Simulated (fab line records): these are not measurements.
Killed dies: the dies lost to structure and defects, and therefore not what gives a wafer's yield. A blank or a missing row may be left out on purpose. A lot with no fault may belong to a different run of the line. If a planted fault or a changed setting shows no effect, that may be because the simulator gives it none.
Matching of chambers + flow n5 finfet + 4 sister chambers for N5_FIN_SAQP_ETCH_52 on rie diel-01
The step etches SOC in N2/H2, target depth 100 nm, overetch 20 nm, time 150 s. 8 wafers are shown with their chamber, then 7 later ones without.

== WAFERS WITH THEIR CHAMBER ==
| wafer  | chamber | showerhead plenum p Torr (Torr) | rf vpp V (V) |
|--------|---------|---------------------------------|--------------|
| L199.3 | 0       | 2.48                            | 521.5        |
| L200.3 | 1       | 2.56                            | 523.9        |
| L200.6 | 1       | 2.56                            | 524.5        |
| L202.4 | 3       | 2.65                            | 527.2        |
| L215.5 | 3       | 2.64                            | 526.4        |
| L215.6 | 2       | 2.57                            | 525.9        |
| L216.1 | 0       | 2.47                            | 522.3        |
| L216.2 | 2       | 2.57                            | 525.0        |

== WAFERS WHOSE CHAMBER IS MISSING ==
| wafer  | showerhead plenum p Torr (Torr) | rf vpp V (V) |
|--------|---------------------------------|--------------|
| L216.5 | 2.54                            | 524.1        |
| L217.2 | 2.54                            | 524.0        |
| L217.4 | 2.57                            | 524.2        |
| L217.6 | 2.57                            | 522.5        |
| L218.3 | 2.64                            | 526.6        |
| L218.5 | 2.54                            | 523.5        |
| L218.6 | 2.47                            | 522.1        |

== WHICH CHAMBER EACH WENT THROUGH ==
| wafer  | from the rows above     | in truth |
|--------|-------------------------|----------|
| L216.5 | 1                       | 1        |
| L217.2 | 1                       | 1        |
| L217.4 | can't be placed: 1 or 2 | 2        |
| L217.6 | can't be placed: 1 or 2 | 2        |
| L218.3 | 3                       | 3        |
| L218.5 | 1                       | 1        |
| L218.6 | 0                       | 0        |
5 of 7 placed correctly. Can't be placed from these rows: 2 (the true chamber is among the candidates in 2). Wrongly placed: 0.
How it was worked out, from the rows above alone: a wafer's distance from a chamber is the root of the sum, over the readings, of the square of ((its reading less the chamber's mean) divided by the reading's scatter). If the next closest chamber is less than 2 further off than the closest, the wafer can't be placed; otherwise it belongs to the closest. For every chamber, the mean is computed from those of its wafers that are shown. The scatter is the square root of a quotient: the sum, over the shown wafers, of each reading's squared deviation from its chamber's mean, divided by wafers minus chambers.
